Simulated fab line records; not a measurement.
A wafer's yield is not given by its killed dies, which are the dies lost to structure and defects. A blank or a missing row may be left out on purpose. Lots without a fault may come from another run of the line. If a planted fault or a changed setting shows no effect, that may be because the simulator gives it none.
Code-filled problem report in 8D (eight disciplines) form | flow nand_harc | the parts of the form that need people (team, actions taken, sign-off) are left out

== 1. WHAT IS WRONG ==
NHARC_A_BLC_INSPECT_12, raw_defect_count: mean 446 over 1 wafer from 1 lot; wafers with no fault: 27, standard deviation 12. That puts it +35 standard deviations away from the usual mean.
Seen first at day 19 20:40 on defect_inspect-02, wafer L385.6. The record has a number at this step for 38 wafers belonging to 13 lots. Rule for "out", or "out of limits": more than 4 standard deviations from the usual mean. The rest of the wafers with a number are treated as sound.

== 2. WHAT IT IS, WHAT IT ISN'T ==
question                    | is                | is not
which readings at this step | raw_defect_count  | -
which lots                  | L385              | L375, L376, L378, L380, L386, L387, L388, L390, L391, L394, L395, L396
which wafers of those lots  | L385.6            | L385.1
read on which gauges        | defect_inspect-02 | defect_inspect-01
when                        | from day 19 20:40 | up to then (13 sound wafers); but 24 sound wafers of L386, L387, L388, L390, L391, L394, L395, L396 came after

== 3. SUSPECTS, AND WHAT RULES EACH OUT ==
Counting: any tool at a process step up to the reading remains a suspect provided it ran every lot that is out. Sound lots after the first of them don't rule it out here, since some wafers of a struck lot are sound.
- the gauge at NHARC_A_BLC_INSPECT_12: kept. All the wafers that are out were read on defect_inspect-02, and no step on other tools shows them out.
- rie_diel-13 at NHARC_A_CONTACT_ETCH_88 (etches the open film in CF4, target depth 39 nm, time 65 s): kept. L385, the lot that is out, went through it at day 19 12:43; up to then, the latest sound lot through it was L380 at day 18 13:46.
- rie_diel-13 at NHARC_A_CONTACT_ETCH_89 (etches the open film in N2/H2, target depth 260 nm, time 475.3 s): kept. L385, the lot that is out, went through it at day 19 16:05; up to then, the latest sound lot through it was L380 at day 18 16:29. NHARC_A_CONTACT_ETCH_89 gives no start for some lots, so the hours and the order of its lots are those of NHARC_A_CONTACT_ETCH_110.
- rie_diel-13 at NHARC_A_CONTACT_ETCH_110 (etches the open film in CF4/O2, target depth 50 nm, overetch 5 nm, time 27.5 s): kept. L385, the lot that is out, went through it at day 19 16:05; up to then, the latest sound lot through it was L375 at day 17 09:50.
- cmp-04 at NHARC_A_CONTACT_CMP_20 (polishes, t overpolish 30 s, target thk 300 nm): kept. L385, the lot that is out, went through it at day 19 19:39; up to then, the latest sound lot through it was L378 at day 18 04:58.
- Within rie_diel-13 at NHARC_A_CONTACT_ETCH_88, the wafers that are out were processed in chamber 3 and their sound lot-mates in chamber 1.
- Within rie_diel-13 at NHARC_A_CONTACT_ETCH_89, the wafers that are out were processed in chamber 0 and their sound lot-mates in chamber 1.
- Within cmp-04 at NHARC_A_CONTACT_CMP_20, the wafers that are out were processed in chamber 1 and their sound lot-mates in chamber 2.
Left after counting: rie_diel-13 at NHARC_A_CONTACT_ETCH_88, rie_diel-13 at NHARC_A_CONTACT_ETCH_89, rie_diel-13 at NHARC_A_CONTACT_ETCH_110, cmp-04 at NHARC_A_CONTACT_CMP_20, defect_inspect-02 at NHARC_A_BLC_INSPECT_12.

== 4. THE CAUSE (what the simulator had put in) ==
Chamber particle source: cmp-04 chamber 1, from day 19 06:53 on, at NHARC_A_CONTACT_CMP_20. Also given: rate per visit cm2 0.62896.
This tool is one of the 5 suspects left after counting.

== 5. SEQUENCE OF EFFECTS, ordered by route ==
Rows list readings where the struck wafers' mean (over those with a number) sits beyond 3 standard deviations from the usual. Readings are gone through only where the record gives a usual standard deviation; hours: the median, over the lots, of the time from a lot's start at the first step in this table giving one to that lot's start at this step; sigmas: the change measured in usual standard deviations.
hours | step                       | reading          | usual | on struck wafers | change | sigmas
0     | NHARC_A_CONTACT_INSPECT_23 | raw_defect_count | 402   | 895              | +493   | +3.8
1     | NHARC_A_BLC_INSPECT_12     | raw_defect_count | 27    | 446              | +419   | +35

== 6. HOW IT WOULD HAVE BEEN CAUGHT EARLIER ==
In this record the first reading out of limits at a measuring or inspecting step was taken at day 19 20:40, 14 hours after the fault began at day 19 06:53.
An alarm limit of 4 standard deviations would not have fired on the tool readings at NHARC_A_CONTACT_CMP_20 for which the record gives a usual standard deviation, since none of them was out on any struck wafer.
Lots out: 1; all had begun NHARC_A_CONTACT_CMP_20 on cmp-04 by day 19 20:40. None of them would have been spared by holding the tool at that moment.
